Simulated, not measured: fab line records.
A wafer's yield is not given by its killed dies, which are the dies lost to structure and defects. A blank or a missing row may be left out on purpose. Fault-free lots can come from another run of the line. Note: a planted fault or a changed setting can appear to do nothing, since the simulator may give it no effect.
Which of the tools did it?	flow nand-harc	18 wafers sampled from 6 lots at 1 step of a route of 1302

== WHAT THE GAUGES READ, wafer by wafer ==
NHARC_A_SLIT_OVL_MEAS_10.
lot	measured	on	overlay-x-nm (nm)
L700	day 20 07:20	overlay-01	1.3 1.5 1.8
L705	day 21 19:37	overlay-01	1.7 2.2 2.1
L711	day 24 04:09	overlay-02	-0.6 -0.6 -0.3
L716	day 27 00:01	overlay-02	1.4 1.0 1.4
L718	day 27 14:40	overlay-01	-0.8 -0.2 0.4
L720	day 29 12:05	overlay-01	0.7 0.5 0.8

== TOOL THAT RAN EACH LOT (tool first, then ch and the chambers of the sampled wafers, then the start) ==
There is no process step in the record ahead of these readings.

== THE ANSWER, worked out from the rows above alone ==
Rule: the lots themselves supply what counts as usual. The widest of any qualifying gaps counts: lots, ordered by their means at a reading, are off when they make up no more than a third of the lots, leave a main group of 4 or more, and stand apart from it by 3 or more times the standard deviation of that group's means. If all means in a main group match to the digits the tables above print for the reading, that group is not used. Also off: a lot with no number at a reading for which 4 or more lots have one. Any other lot the step has rows for is counted as sound.
Across all readings shown, no lot is off: no conclusion can be drawn from this.

== WHAT THE SIMULATOR HAD PUT IN ==
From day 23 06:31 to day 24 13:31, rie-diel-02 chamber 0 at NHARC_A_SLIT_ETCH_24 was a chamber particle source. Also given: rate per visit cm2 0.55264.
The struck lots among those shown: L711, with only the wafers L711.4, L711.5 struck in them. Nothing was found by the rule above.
